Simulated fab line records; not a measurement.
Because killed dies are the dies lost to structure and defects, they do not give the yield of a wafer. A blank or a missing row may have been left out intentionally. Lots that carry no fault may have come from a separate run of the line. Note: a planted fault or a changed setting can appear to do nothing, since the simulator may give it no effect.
fab line records | flow n5-finfet
record: lots: 24 | wafers: 72 | last-day: 18
route steps=1938 shown BEOL_M3@989
lots with no fault: from the same line, run without faults
start-h: hours from the record's first day to the start of the lot's first wafer shown | wait-h: hours elapsed since this lot's preceding step | " same as the row above | L1.1+2: a single row standing in for several wafers | - either no value or no given start | * or withheld: withheld | < > ~ a bound
route shown NAME@n: NAME is a module with steps in the file, n the number in the route of the first one | usual: the fault-free wafers' mean and standard deviation | same: alike in all rows | chamber/n: place in a boat | sites: readings site by site | _std_site: the standard deviation of these | _edge_site: outer sites' mean less inner sites' | radius-mm: for every site, how far away it sits from the centre of the wafer | mask NAME#n: copy n | behind: tool/chamber where the wafer was last shaped | hold: the reason the lot was held/the length of the hold in hours/how it ended | device: whichever transistor did not switch (one of n, p or np) | end of line: the tests these same wafers got at the end of their route | a step without rows: its recipe alone | killed: the dies lost at the first sort to structure and to defects; this is not the yield of the wafer | map: the dies of a wafer, with x for killed, . for not killed, _ for no die there
set.NAME: the setting that was run; set.NAME@STEP: the one run at that earlier step | model.NAME: the simulator's own value behind a step, which no gauge read
the route's steps for a sample of lots (tables are steps, rows are wafers)
services: from which hour (start-h, from the record's first day; less than 0 if before it) a tool's chamber was out of use, for how many hours, and why
== steps ==
step: N5_BEOL_M3_DEGAS_44
recipe: ambient: vacuum | temp-c: 250 | time-s: 60
usual: heater-power-w: 338/43
lot.wafer | tool           | chamber | start-h | wait-h | heater-power-w
L074.1    | pvd-sputter-02 | -       | 155.95  | 0.3    | 318
L074.4    | "              | -       | "       | "      | 409
L074.6    | "              | -       | "       | "      | 327
L075.2    | pvd-sputter-01 | -       | 161.85  | 0.6    | 331
L075.3    | "              | -       | "       | "      | 304
L075.6    | "              | -       | "       | "      | 303
L076.1    | pvd-sputter-02 | -       | 189.77  | 1.0    | 307
L076.3    | "              | -       | "       | "      | 397
L076.6    | "              | -       | "       | "      | 393
L078.2    | pvd-sputter-02 | -       | 190.45  | 0.5    | 322
L078.3    | "              | -       | "       | "      | 399
L078.5    | "              | -       | "       | "      | 391
L081.1    | pvd-sputter-03 | -       | 193.47  | 0.2    | 297
L081.2    | "              | -       | "       | "      | 317
L081.4    | "              | -       | "       | "      | 383
L077.2    | pvd-sputter-02 | -       | 193.49  | 0.1    | 308
L077.4    | "              | -       | "       | "      | 319
L077.6    | "              | -       | "       | "      | 401
L079.1    | pvd-sputter-03 | -       | 196.52  | 0.0    | 324
L079.5    | "              | -       | "       | "      | 378
L079.6    | "              | -       | "       | "      | 303
L080.1    | pvd-sputter-03 | -       | 196.60  | 0.1    | 261
L080.3    | "              | -       | "       | "      | 366
L080.5    | "              | -       | "       | "      | 257
L082.2    | pvd-sputter-03 | -       | 196.91  | 0.1    | 299
L082.3    | "              | -       | "       | "      | 365
L082.4    | "              | -       | "       | "      | 263
L083.1    | pvd-sputter-03 | -       | 203.66  | 0.5    | 375
L083.5    | "              | -       | "       | "      | 307
L083.6    | "              | -       | "       | "      | 379
L084.3    | pvd-sputter-03 | -       | 207.58  | 0.2    | 386
L084.4    | "              | -       | "       | "      | 298
L084.6    | "              | -       | "       | "      | 368
L085.1    | pvd-sputter-02 | -       | 229.69  | 0.3    | 380
L085.3    | "              | -       | "       | "      | 398
L085.5    | "              | -       | "       | "      | 402
L086.1    | pvd-sputter-01 | -       | 235.38  | 0.3    | 299
L086.3    | "              | -       | "       | "      | 377
L086.6    | "              | -       | "       | "      | 299
L087.2    | pvd-sputter-02 | -       | 240.03  | 0.6    | 311
L087.5    | "              | -       | "       | "      | 311
L087.6    | "              | -       | "       | "      | 401
L088.1    | pvd-sputter-03 | -       | 250.29  | 0.4    | 291
L088.4    | "              | -       | "       | "      | 364
L088.5    | "              | -       | "       | "      | 316
L091.2    | pvd-sputter-02 | -       | 255.50  | 0.3    | 396
L091.3    | "              | -       | "       | "      | 306
L091.5    | "              | -       | "       | "      | 406
L089.1    | pvd-sputter-01 | -       | 258.49  | 0.3    | 361
L089.4    | "              | -       | "       | "      | 336
L089.6    | "              | -       | "       | "      | 307
L090.3    | pvd-sputter-03 | -       | 263.64  | 0.5    | 267
L090.4    | "              | -       | "       | "      | 311
L090.6    | "              | -       | "       | "      | 285
L093.3    | pvd-sputter-01 | -       | 273.18  | 0.5    | 311
L093.5    | "              | -       | "       | "      | 374
L093.6    | "              | -       | "       | "      | 305
L092.1    | pvd-sputter-01 | -       | 273.40  | 0.0    | 365
L092.2    | "              | -       | "       | "      | 335
L092.5    | "              | -       | "       | "      | 304
L094.2    | pvd-sputter-02 | -       | 277.69  | 0.2    | 396
L094.3    | "              | -       | "       | "      | 393
L094.6    | "              | -       | "       | "      | 304
L095.2    | pvd-sputter-03 | -       | 290.33  | 0.3    | 376
L095.5    | "              | -       | "       | "      | 296
L095.6    | "              | -       | "       | "      | 269
L097.2    | pvd-sputter-01 | -       | 297.41  | 0.9    | 305
L097.3    | "              | -       | "       | "      | 351
L097.6    | "              | -       | "       | "      | 342
L096.4    | pvd-sputter-01 | -       | 300.43  | 1.9    | 340
L096.5    | "              | -       | "       | "      | 362
L096.6    | "              | -       | "       | "      | 353
step: N5_BEOL_M3_PRE_CLEAN_45
recipe: gas: H2/He | time-s: 30 | temp-c: 250
usual: heater-power-w: 338/43
lot.wafer | tool           | chamber | start-h | wait-h | heater-power-w
L074.1    | pvd-sputter-02 | -       | 155.99  | 0.0    | 327
L074.4    | "              | -       | "       | "      | 391
L074.6    | "              | -       | "       | "      | 324
L075.2    | pvd-sputter-01 | -       | 161.89  | 0.0    | 320
L075.3    | "              | -       | "       | "      | 308
L075.6    | "              | -       | "       | "      | 302
L076.1    | pvd-sputter-02 | -       | 189.81  | 0.0    | 309
L076.3    | "              | -       | "       | "      | 398
L076.6    | "              | -       | "       | "      | 389
L078.2    | pvd-sputter-02 | -       | 190.49  | 0.0    | 319
L078.3    | "              | -       | "       | "      | 394
L078.5    | "              | -       | "       | "      | 402
L081.1    | pvd-sputter-03 | -       | 193.51  | 0.0    | 297
L081.2    | "              | -       | "       | "      | 312
L081.4    | "              | -       | "       | "      | 374
L077.2    | pvd-sputter-02 | -       | 193.53  | 0.0    | 307
L077.4    | "              | -       | "       | "      | 318
L077.6    | "              | -       | "       | "      | 395
L079.1    | pvd-sputter-03 | -       | 196.56  | 0.0    | 317
L079.5    | "              | -       | "       | "      | 372
L079.6    | "              | -       | "       | "      | 316
L080.1    | pvd-sputter-03 | -       | 196.64  | 0.0    | 258
L080.3    | "              | -       | "       | "      | 377
L080.5    | "              | -       | "       | "      | 255
L082.2    | pvd-sputter-03 | -       | 196.95  | 0.0    | 293
L082.3    | "              | -       | "       | "      | 370
L082.4    | "              | -       | "       | "      | 258
L083.1    | pvd-sputter-03 | -       | 203.70  | 0.0    | 370
L083.5    | "              | -       | "       | "      | 318
L083.6    | "              | -       | "       | "      | 378
L084.3    | pvd-sputter-03 | -       | 207.62  | 0.0    | 370
L084.4    | "              | -       | "       | "      | 292
L084.6    | "              | -       | "       | "      | 361
L085.1    | pvd-sputter-02 | -       | 229.73  | 0.0    | 398
L085.3    | "              | -       | "       | "      | 406
L085.5    | "              | -       | "       | "      | 404
L086.1    | pvd-sputter-01 | -       | 235.42  | 0.0    | 309
L086.3    | "              | -       | "       | "      | 372
L086.6    | "              | -       | "       | "      | 303
L087.2    | pvd-sputter-02 | -       | 240.07  | 0.0    | 303
L087.5    | "              | -       | "       | "      | 301
L087.6    | "              | -       | "       | "      | 394
L088.1    | pvd-sputter-03 | -       | 250.33  | 0.0    | 294
L088.4    | "              | -       | "       | "      | 375
L088.5    | "              | -       | "       | "      | 315
L091.2    | pvd-sputter-02 | -       | 255.54  | 0.0    | 402
L091.3    | "              | -       | "       | "      | 306
L091.5    | "              | -       | "       | "      | 402
L089.1    | pvd-sputter-01 | -       | 258.53  | 0.0    | 376
L089.4    | "              | -       | "       | "      | 338
L089.6    | "              | -       | "       | "      | 301
L090.3    | pvd-sputter-03 | -       | 263.68  | 0.0    | 264
L090.4    | "              | -       | "       | "      | 307
L090.6    | "              | -       | "       | "      | 290
L093.3    | pvd-sputter-01 | -       | 273.22  | 0.0    | 306
L093.5    | "              | -       | "       | "      | 364
L093.6    | "              | -       | "       | "      | 311
L092.1    | pvd-sputter-01 | -       | 273.44  | 0.0    | 363
L092.2    | "              | -       | "       | "      | 332
L092.5    | "              | -       | "       | "      | 312
L094.2    | pvd-sputter-02 | -       | 277.73  | 0.0    | 390
L094.3    | "              | -       | "       | "      | 395
L094.6    | "              | -       | "       | "      | 306
L095.2    | pvd-sputter-03 | -       | 290.37  | 0.0    | 370
L095.5    | "              | -       | "       | "      | 291
L095.6    | "              | -       | "       | "      | 261
L097.2    | pvd-sputter-01 | -       | 297.45  | 0.0    | 310
L097.3    | "              | -       | "       | "      | 344
L097.6    | "              | -       | "       | "      | 343
L096.4    | pvd-sputter-01 | -       | 300.47  | 0.0    | 340
L096.5    | "              | -       | "       | "      | 369
L096.6    | "              | -       | "       | "      | 347
step: N5_BEOL_M3_SURFACE_TREAT_85
recipe: gas: Ar | time-s: * | ion-energy-ev: * | ion-current-ma-cm2: 0.5 | pressure-mtorr: * | ar-flow-sccm: 30
usual: ar-flow-sccm: 29.99/0.083 | throttle-valve-pct: *
lot.wafer | tool           | chamber | start-h | wait-h | ar-flow-sccm | throttle-valve-pct
L074.1    | pvd-sputter-01 | -       | 156.51  | 0.4    | 29.93        | *
L074.4    | "              | -       | "       | "      | 29.71        | *
L074.6    | "              | -       | "       | "      | 29.88        | *
L075.2    | pvd-sputter-01 | -       | 162.49  | 0.2    | 30.03        | *
L075.3    | "              | -       | "       | "      | 29.97        | *
L075.6    | "              | -       | "       | "      | 29.89        | *
L076.1    | pvd-sputter-02 | -       | 190.41  | 0.4    | 29.87        | *
L076.3    | "              | -       | "       | "      | 30.05        | *
L076.6    | "              | -       | "       | "      | 29.82        | *
L078.2    | pvd-sputter-01 | -       | 191.65  | 0.8    | 30.10        | *
L078.3    | "              | -       | "       | "      | 30.01        | *
L078.5    | "              | -       | "       | "      | 30.01        | *
L081.1    | pvd-sputter-02 | -       | 193.99  | 0.3    | 29.96        | *
L081.2    | "              | -       | "       | "      | 29.99        | *
L081.4    | "              | -       | "       | "      | 29.90        | *
L077.2    | pvd-sputter-01 | -       | 193.99  | 0.2    | 29.85        | *
L077.4    | "              | -       | "       | "      | 30.10        | *
L077.6    | "              | -       | "       | "      | 30.11        | *
L079.1    | pvd-sputter-01 | -       | 196.85  | 0.1    | 29.99        | *
L079.5    | "              | -       | "       | "      | 29.91        | *
L079.6    | "              | -       | "       | "      | 30.04        | *
L080.1    | pvd-sputter-03 | -       | 197.05  | 0.1    | 30.06        | *
L080.3    | "              | -       | "       | "      | 29.98        | *
L080.5    | "              | -       | "       | "      | 29.92        | *
L082.2    | pvd-sputter-02 | -       | 197.25  | 0.1    | 29.91        | *
L082.3    | "              | -       | "       | "      | 30.00        | *
L082.4    | "              | -       | "       | "      | 30.01        | *
L083.1    | pvd-sputter-03 | -       | 204.06  | 0.2    | 29.85        | *
L083.5    | "              | -       | "       | "      | 30.01        | *
L083.6    | "              | -       | "       | "      | 29.94        | *
L084.3    | pvd-sputter-01 | -       | 207.95  | 0.1    | 29.92        | *
L084.4    | "              | -       | "       | "      | 30.06        | *
L084.6    | "              | -       | "       | "      | 30.03        | *
L085.1    | pvd-sputter-03 | -       | 230.11  | 0.2    | 30.18        | *
L085.3    | "              | -       | "       | "      | 30.06        | *
L085.5    | "              | -       | "       | "      | 29.96        | *
L086.1    | pvd-sputter-01 | -       | 236.26  | 0.4    | 29.99        | *
L086.3    | "              | -       | "       | "      | 29.89        | *
L086.6    | "              | -       | "       | "      | 30.14        | *
L087.2    | pvd-sputter-02 | -       | 240.55  | 0.3    | 30.10        | *
L087.5    | "              | -       | "       | "      | 30.00        | *
L087.6    | "              | -       | "       | "      | 30.03        | *
L088.1    | pvd-sputter-02 | -       | 250.83  | 0.2    | 30.05        | *
L088.4    | "              | -       | "       | "      | 30.04        | *
L088.5    | "              | -       | "       | "      | 30.03        | *
L091.2    | pvd-sputter-02 | -       | 255.90  | 0.2    | 29.84        | *
L091.3    | "              | -       | "       | "      | 29.99        | *
L091.5    | "              | -       | "       | "      | 29.95        | *
L089.1    | pvd-sputter-01 | -       | 258.81  | 0.1    | 29.94        | *
L089.4    | "              | -       | "       | "      | 30.12        | *
L089.6    | "              | -       | "       | "      | 29.96        | *
L090.3    | pvd-sputter-03 | -       | 264.04  | 0.2    | 30.06        | *
L090.4    | "              | -       | "       | "      | 30.05        | *
L090.6    | "              | -       | "       | "      | 30.01        | *
L093.3    | pvd-sputter-02 | -       | 273.50  | 0.1    | 29.82        | *
L093.5    | "              | -       | "       | "      | 30.04        | *
L093.6    | "              | -       | "       | "      | 30.20        | *
L092.1    | pvd-sputter-03 | -       | 274.76  | 1.2    | 30.04        | *
L092.2    | "              | -       | "       | "      | 30.08        | *
L092.5    | "              | -       | "       | "      | 29.95        | *
L094.2    | pvd-sputter-02 | -       | 278.21  | 0.3    | 29.97        | *
L094.3    | "              | -       | "       | "      | 30.04        | *
L094.6    | "              | -       | "       | "      | 30.03        | *
L095.2    | pvd-sputter-02 | -       | 290.69  | 0.2    | 30.05        | *
L095.5    | "              | -       | "       | "      | 29.98        | *
L095.6    | "              | -       | "       | "      | 30.15        | *
L097.2    | pvd-sputter-01 | -       | 297.83  | 0.2    | 29.90        | *
L097.3    | "              | -       | "       | "      | 30.01        | *
L097.6    | "              | -       | "       | "      | 29.99        | *
L096.4    | pvd-sputter-01 | -       | 301.07  | 0.4    | 29.94        | *
L096.5    | "              | -       | "       | "      | 29.97        | *
L096.6    | "              | -       | "       | "      | 29.86        | *
step: N5_BEOL_M3_ANNEAL_91
recipe: temp-c: 400 | time-s: 240 | ambient: vacuum
usual: heater-power-w: 840/97
lot.wafer | tool           | chamber | start-h | wait-h | heater-power-w
L074.1    | pvd-sputter-03 | -       | 158.02  | 0.0    | 734
L074.4    | "              | -       | "       | "      | 649
L074.6    | "              | -       | "       | "      | 934
L075.2    | pvd-sputter-02 | -       | 164.94  | 0.0    | 1014
L075.3    | "              | -       | "       | "      | 979
L075.6    | "              | -       | "       | "      | 1007
L076.1    | pvd-sputter-02 | -       | 192.03  | 0.0    | 787
L076.3    | "              | -       | "       | "      | 980
L076.6    | "              | -       | "       | "      | 749
L078.2    | pvd-sputter-01 | -       | 193.33  | 0.0    | 772
L078.3    | "              | -       | "       | "      | 875
L078.5    | "              | -       | "       | "      | 924
L081.1    | pvd-sputter-01 | -       | 195.49  | 0.0    | 763
L081.2    | "              | -       | "       | "      | 934
L081.4    | "              | -       | "       | "      | 884
L077.2    | pvd-sputter-03 | -       | 195.52  | 0.0    | 911
L077.4    | "              | -       | "       | "      | 803
L077.6    | "              | -       | "       | "      | 800
L079.1    | pvd-sputter-03 | -       | 198.27  | 0.0    | 729
L079.5    | "              | -       | "       | "      | 917
L079.6    | "              | -       | "       | "      | 738
L080.1    | pvd-sputter-02 | -       | 198.51  | 0.0    | 984
L080.3    | "              | -       | "       | "      | 800
L080.5    | "              | -       | "       | "      | 981
L082.2    | pvd-sputter-01 | -       | 198.69  | 0.0    | 852
L082.3    | "              | -       | "       | "      | 925
L082.4    | "              | -       | "       | "      | 765
L083.1    | pvd-sputter-01 | -       | 205.50  | 0.0    | 859
L083.5    | "              | -       | "       | "      | 832
L083.6    | "              | -       | "       | "      | 893
L084.3    | pvd-sputter-01 | -       | 209.57  | 0.0    | 934
L084.4    | "              | -       | "       | "      | 758
L084.6    | "              | -       | "       | "      | 862
L085.1    | pvd-sputter-02 | -       | 231.71  | 0.0    | 759
L085.3    | "              | -       | "       | "      | 981
L085.5    | "              | -       | "       | "      | 953
L086.1    | pvd-sputter-03 | -       | 238.93  | 0.0    | 724
L086.3    | "              | -       | "       | "      | 773
L086.6    | "              | -       | "       | "      | 652
L087.2    | pvd-sputter-03 | -       | 242.69  | 0.0    | 659
L087.5    | "              | -       | "       | "      | 721
L087.6    | "              | -       | "       | "      | 938
L088.1    | pvd-sputter-02 | -       | 253.98  | 0.0    | 761
L088.4    | "              | -       | "       | "      | 991
L088.5    | "              | -       | "       | "      | 998
L091.2    | pvd-sputter-02 | -       | 257.56  | 0.0    | 984
L091.3    | "              | -       | "       | "      | 752
L091.5    | "              | -       | "       | "      | 989
L089.1    | pvd-sputter-01 | -       | 260.22  | 0.0    | 862
L089.4    | "              | -       | "       | "      | 901
L089.6    | "              | -       | "       | "      | 832
L090.3    | pvd-sputter-03 | -       | 265.54  | 0.0    | 647
L090.4    | "              | -       | "       | "      | 723
L090.6    | "              | -       | "       | "      | 663
L093.3    | pvd-sputter-01 | -       | 274.96  | 0.0    | 848
L093.5    | "              | -       | "       | "      | 952
L093.6    | "              | -       | "       | "      | 772
L092.1    | pvd-sputter-03 | -       | 276.38  | 0.0    | 654
L092.2    | "              | -       | "       | "      | 929
L092.5    | "              | -       | "       | "      | 729
L094.2    | pvd-sputter-02 | -       | 279.71  | 0.0    | 790
L094.3    | "              | -       | "       | "      | 987
L094.6    | "              | -       | "       | "      | 799
L095.2    | pvd-sputter-03 | -       | 292.19  | 0.0    | 750
L095.5    | "              | -       | "       | "      | 931
L095.6    | "              | -       | "       | "      | 766
L097.2    | pvd-sputter-01 | -       | 299.45  | 0.0    | 923
L097.3    | "              | -       | "       | "      | 881
L097.6    | "              | -       | "       | "      | 752
L096.4    | pvd-sputter-01 | -       | 303.03  | 0.0    | 888
L096.5    | "              | -       | "       | "      | 850
L096.6    | "              | -       | "       | "      | 863
step: N5_BEOL_M3_CMP_52
recipe: stop-on: SiOC | t-overpolish-s: 6.8 | down-force-psi: 1 | platen-rpm: 50 | clearing-platen-down-force-psi: 1.5 | clearing-platen-rpm: 50 | post-cmp-clean: cu-alkaline | target-thk-nm: 40 | clearing-platen-pad-velocity-m-s: 0.99484 | pad-velocity-m-s: 0.99484
usual: barrier-field-endpoint-s: 24.5/0.72 | motor-current-A: 6.0/0.73 | overpolish-run-s: 6.799/0.0091 | slurry-flow-ml-min: 150.0/0.48 | time-to-endpoint-s: 61/4.2
lot.wafer | tool   | chamber | start-h | wait-h | barrier-field-endpoint-s | motor-current-A | overpolish-run-s | slurry-flow-ml-min | time-to-endpoint-s
L074.4    | cmp-03 | 0       | 159.09  | 0.1    | 24.2                     | 6.6             | 6.787            | 150.0              | 58
L074.1    | "      | 1       | "       | "      | 23.1                     | 4.9             | 6.794            | 149.6              | 54
L074.6    | "      | 1       | "       | "      | 23.6                     | 4.9             | 6.791            | 149.6              | 57
L075.2    | cmp-03 | 1       | 166.05  | 0.2    | 23.7                     | 5.1             | 6.812            | 150.1              | 59
L075.3    | "      | 2       | "       | "      | 24.8                     | 7.0             | 6.794            | 150.0              | 65
L075.6    | "      | 1       | "       | "      | 23.7                     | 5.4             | 6.784            | 150.3              | 58
L076.1    | cmp-01 | 3       | 193.14  | 0.3    | 24.0                     | 6.1             | 6.804            | 150.8              | 58
L076.3    | "      | 0       | "       | "      | 22.8                     | 6.1             | 6.796            | 150.3              | 54
L076.6    | "      | 3       | "       | "      | 24.6                     | 5.7             | 6.811            | 150.9              | 58
L078.2    | cmp-01 | 1       | 194.46  | 0.2    | 23.4                     | 6.0             | 6.793            | 149.6              | 58
L078.3    | "      | 3       | "       | "      | 23.9                     | 5.5             | 6.803            | 150.3              | 59
L078.5    | "      | 1       | "       | "      | 24.3                     | 5.9             | 6.788            | 150.7              | 61
L081.2    | cmp-01 | 0       | 196.62  | 0.2    | 24.0                     | 6.2             | 6.800            | 150.2              | 57
L081.1    | "      | 1       | "       | "      | 23.5                     | 6.0             | 6.803            | 150.6              | 57
L081.4    | "      | 3       | "       | "      | 24.6                     | 5.8             | 6.813            | 149.7              | 56
L077.2    | cmp-04 | 2       | 196.79  | 0.3    | 25.6                     | 6.1             | 6.805            | 150.8              | 67
L077.4    | "      | 3       | "       | "      | 24.4                     | 6.0             | 6.803            | 149.5              | 56
L077.6    | "      | 2       | "       | "      | 25.2                     | 6.2             | 6.807            | 151.2              | 66
L079.1    | cmp-04 | 1       | 199.46  | 0.4    | 23.8                     | 6.5             | 6.793            | 150.4              | 60
L079.5    | "      | 2       | "       | "      | 24.9                     | 6.0             | 6.803            | 150.7              | 68
L079.6    | "      | 3       | "       | "      | 24.2                     | 6.1             | 6.792            | 149.7              | 58
L080.3    | cmp-03 | 3       | 199.61  | 0.2    | 25.0                     | 6.2             | 6.801            | 150.2              | 64
L080.1    | "      | 2       | "       | "      | 25.2                     | 7.1             | 6.803            | 149.8              | 66
L080.5    | "      | 3       | "       | "      | 25.4                     | 6.2             | 6.791            | 150.5              | 66
L082.4    | cmp-01 | 0       | 199.92  | 0.2    | 23.6                     | 6.3             | 6.800            | 150.0              | 58
L082.2    | "      | 1       | "       | "      | 24.1                     | 6.2             | 6.809            | 150.0              | 60
L082.3    | "      | 2       | "       | "      | 25.0                     | 4.6             | 6.787            | 150.5              | 63
L083.1    | cmp-04 | 0       | 206.63  | 0.3    | 24.3                     | 5.0             | 6.786            | 150.4              | 61
L083.6    | "      | 3       | "       | "      | 23.4                     | 6.4             | 6.796            | 149.3              | 55
L083.5    | "      | 0       | "       | "      | 24.9                     | 4.8             | 6.778            | 149.4              | 63
L084.3    | cmp-01 | 1       | 210.82  | 0.3    | 24.6                     | 5.7             | 6.804            | 150.2              | 60
L084.4    | "      | 3       | "       | "      | 24.5                     | 6.0             | 6.805            | 150.0              | 64
L084.6    | "      | 1       | "       | "      | 24.1                     | 6.1             | 6.787            | 150.4              | 63
L085.3    | cmp-03 | 0       | 232.78  | 0.2    | 24.5                     | 6.6             | 6.799            | 150.2              | 61
L085.1    | "      | 2       | "       | "      | 25.3                     | 7.4             | 6.805            | 149.8              | 68
L085.5    | "      | 0       | "       | "      | 23.8                     | 6.5             | 6.791            | 149.9              | 62
L086.1    | cmp-04 | 0       | 240.18  | 0.3    | 24.1                     | 5.0             | 6.796            | 150.5              | 63
L086.3    | "      | 1       | "       | "      | 23.4                     | 6.5             | 6.817            | 150.3              | 54
L086.6    | "      | 1       | "       | "      | 23.5                     | 6.1             | 6.816            | 150.6              | 53
L087.2    | cmp-01 | 1       | 243.78  | 0.2    | 23.4                     | 5.8             | 6.796            | 150.2              | 60
L087.5    | "      | 1       | "       | "      | 23.5                     | 6.1             | 6.790            | 149.7              | 56
L087.6    | "      | 2       | "       | "      | 24.4                     | 4.8             | 6.791            | 149.8              | 62
L088.1    | cmp-03 | 2       | 255.09  | 0.3    | 24.7                     | 7.1             | 6.803            | 149.7              | 67
L088.4    | "      | 3       | "       | "      | 25.9                     | 6.5             | 6.804            | 151.1              | 69
L088.5    | "      | 1       | "       | "      | 24.7                     | 5.3             | 6.795            | 150.2              | 64
L091.3    | cmp-01 | 1       | 258.67  | 0.2    | 24.1                     | 6.1             | 6.795            | 149.7              | 64
L091.2    | "      | 2       | "       | "      | 24.9                     | 4.8             | 6.791            | 149.8              | 65
L091.5    | "      | 2       | "       | "      | 25.0                     | 5.0             | 6.806            | 148.7              | 64
L089.4    | cmp-04 | 2       | 261.29  | 0.1    | 25.4                     | 6.1             | 6.802            | 149.9              | 65
L089.1    | "      | 3       | "       | "      | 23.5                     | 6.2             | 6.789            | 151.1              | 56
L089.6    | "      | 3       | "       | "      | 24.0                     | 6.4             | 6.787            | 150.1              | 55
L090.4    | cmp-01 | 1       | 266.69  | 0.2    | 24.7                     | 6.3             | 6.810            | 150.4              | 61
L090.3    | "      | 2       | "       | "      | 25.3                     | 4.6             | 6.780            | 149.1              | 70
L090.6    | "      | 3       | "       | "      | 25.0                     | 5.8             | 6.811            | 150.3              | 62
L093.3    | cmp-04 | 1       | 276.06  | 0.2    | 23.0                     | 6.5             | 6.800            | 149.7              | 53
L093.5    | "      | 1       | "       | "      | 23.8                     | 6.5             | 6.799            | 150.2              | 53
L093.6    | "      | 2       | "       | "      | 24.8                     | 6.2             | 6.813            | 149.5              | 62
L092.1    | cmp-01 | 1       | 277.49  | 0.3    | 24.5                     | 6.0             | 6.813            | 150.6              | 59
L092.2    | "      | 3       | "       | "      | 24.7                     | 6.1             | 6.814            | 150.3              | 63
L092.5    | "      | 0       | "       | "      | 25.3                     | 6.1             | 6.807            | 150.0              | 60
L094.3    | cmp-03 | 0       | 280.87  | 0.3    | 23.2                     | 6.9             | 6.792            | 149.9              | 60
L094.2    | "      | 1       | "       | "      | 24.4                     | 4.9             | 6.794            | 150.1              | 63
L094.6    | "      | 3       | "       | "      | 25.3                     | 6.5             | 6.801            | 150.5              | 66
L095.2    | cmp-01 | 0       | 293.37  | 0.3    | 24.7                     | 6.1             | 6.790            | 150.6              | 59
L095.5    | "      | 1       | "       | "      | 25.4                     | 6.4             | 6.798            | 149.0              | 62
L095.6    | "      | 2       | "       | "      | 25.8                     | 4.5             | 6.788            | 149.3              | 61
L097.3    | cmp-03 | 2       | 300.84  | 0.5    | 25.5                     | 7.0             | 6.773            | 150.3              | 70
L097.2    | "      | 3       | "       | "      | 25.2                     | 6.5             | 6.809            | 149.4              | 69
L097.6    | "      | 2       | "       | "      | 25.1                     | 7.3             | 6.791            | 150.1              | 67
L096.4    | cmp-03 | 1       | 304.27  | 0.3    | 25.0                     | 5.2             | 6.809            | 149.0              | 62
L096.5    | "      | 1       | "       | "      | 24.2                     | 5.2             | 6.802            | 148.4              | 61
L096.6    | "      | 2       | "       | "      | 26.1                     | 6.9             | 6.798            | 149.7              | 67
step: N5_BEOL_M3_INSPECT_59
recipe: inspect-instrument: darkfield | mode: post-dep
usual: raw-defect-count: 72/22
lot.wafer | tool              | chamber | start-h | wait-h | raw-defect-count
L074.1    | defect-inspect-02 | -       | 159.67  | 0.0    | 57
L074.4    | "                 | -       | "       | "      | 82
L074.6    | "                 | -       | "       | "      | 61
L075.2    | defect-inspect-01 | -       | 166.65  | 0.0    | 68
L075.3    | "                 | -       | "       | "      | 85
L075.6    | "                 | -       | "       | "      | 74
L076.1    | defect-inspect-01 | -       | 193.68  | 0.0    | 80
L076.3    | "                 | -       | "       | "      | 56
L076.6    | "                 | -       | "       | "      | 105
L078.2    | defect-inspect-01 | -       | 195.01  | 0.0    | 96
L078.3    | "                 | -       | "       | "      | 67
L078.5    | "                 | -       | "       | "      | 81
L081.1    | defect-inspect-01 | -       | 197.28  | 0.0    | 66
L081.2    | "                 | -       | "       | "      | 84
L081.4    | "                 | -       | "       | "      | 122
L077.2    | defect-inspect-02 | -       | 197.33  | 0.0    | 71
L077.4    | "                 | -       | "       | "      | 45
L077.6    | "                 | -       | "       | "      | 64
L079.1    | defect-inspect-01 | -       | 199.92  | 0.0    | 70
L079.5    | "                 | -       | "       | "      | 94
L079.6    | "                 | -       | "       | "      | 62
L080.1    | defect-inspect-02 | -       | 200.23  | 0.0    | 51
L080.3    | "                 | -       | "       | "      | 59
L080.5    | "                 | -       | "       | "      | 42
L082.2    | defect-inspect-01 | -       | 200.51  | 0.0    | 52
L082.3    | "                 | -       | "       | "      | 43
L082.4    | "                 | -       | "       | "      | 65
L083.1    | defect-inspect-02 | -       | 207.17  | 0.0    | 57
L083.5    | "                 | -       | "       | "      | 57
L083.6    | "                 | -       | "       | "      | 57
L084.3    | defect-inspect-01 | -       | 211.37  | 0.0    | 62
L084.4    | "                 | -       | "       | "      | 69
L084.6    | "                 | -       | "       | "      | 46
L085.1    | defect-inspect-01 | -       | 233.39  | 0.0    | 77
L085.3    | "                 | -       | "       | "      | 66
L085.5    | "                 | -       | "       | "      | 44
L086.1    | defect-inspect-02 | -       | 240.79  | 0.0    | 62
L086.3    | "                 | -       | "       | "      | 53
L086.6    | "                 | -       | "       | "      | 68
L087.2    | defect-inspect-02 | -       | 244.36  | 0.0    | 65
L087.5    | "                 | -       | "       | "      | 76
L087.6    | "                 | -       | "       | "      | 94
L088.1    | defect-inspect-01 | -       | 255.87  | 0.0    | 76
L088.4    | "                 | -       | "       | "      | 50
L088.5    | "                 | -       | "       | "      | 73
L091.2    | defect-inspect-01 | -       | 259.26  | 0.0    | 67
L091.3    | "                 | -       | "       | "      | 51
L091.5    | "                 | -       | "       | "      | 65
L089.1    | defect-inspect-01 | -       | 261.87  | 0.0    | 122
L089.4    | "                 | -       | "       | "      | 95
L089.6    | "                 | -       | "       | "      | 44
L090.3    | defect-inspect-01 | -       | 267.21  | 0.0    | 68
L090.4    | "                 | -       | "       | "      | 46
L090.6    | "                 | -       | "       | "      | 74
L093.3    | defect-inspect-01 | -       | 276.64  | 0.0    | 63
L093.5    | "                 | -       | "       | "      | 49
L093.6    | "                 | -       | "       | "      | 88
L092.1    | defect-inspect-02 | -       | 278.03  | 0.0    | 66
L092.2    | "                 | -       | "       | "      | 79
L092.5    | "                 | -       | "       | "      | 61
L094.2    | defect-inspect-02 | -       | 281.38  | 0.0    | 85
L094.3    | "                 | -       | "       | "      | 114
L094.6    | "                 | -       | "       | "      | 122
L095.2    | defect-inspect-01 | -       | 293.84  | 0.0    | 66
L095.5    | "                 | -       | "       | "      | 51
L095.6    | "                 | -       | "       | "      | 81
L097.2    | defect-inspect-02 | -       | 301.52  | 0.0    | 92
L097.3    | "                 | -       | "       | "      | 59
L097.6    | "                 | -       | "       | "      | 60
L096.4    | defect-inspect-02 | -       | 304.87  | 0.0    | 161
L096.5    | "                 | -       | "       | "      | 83
L096.6    | "                 | -       | "       | "      | 90
== services ==
tool           | chamber | start-h | hours | kind
pvd-sputter-02 | -       | 138.18  | 3.5   | repair
cmp-04         | -       | 142.21  | 8.5   | pm
cmp-04         | -       | 160.03  | 1.2   | repair
cmp-03         | -       | 226.70  | 1.3   | repair
cmp-01         | -       | 228.38  | 0.4   | repair
cmp-01         | -       | 251.56  | 4.0   | pm
cmp-01         | -       | 255.56  | -     | consumable-replace:conditioner
cmp-01         | -       | 255.56  | -     | consumable-replace:pad
cmp-01         | -       | 260.01  | 6.3   | pm
== key ==
fault none
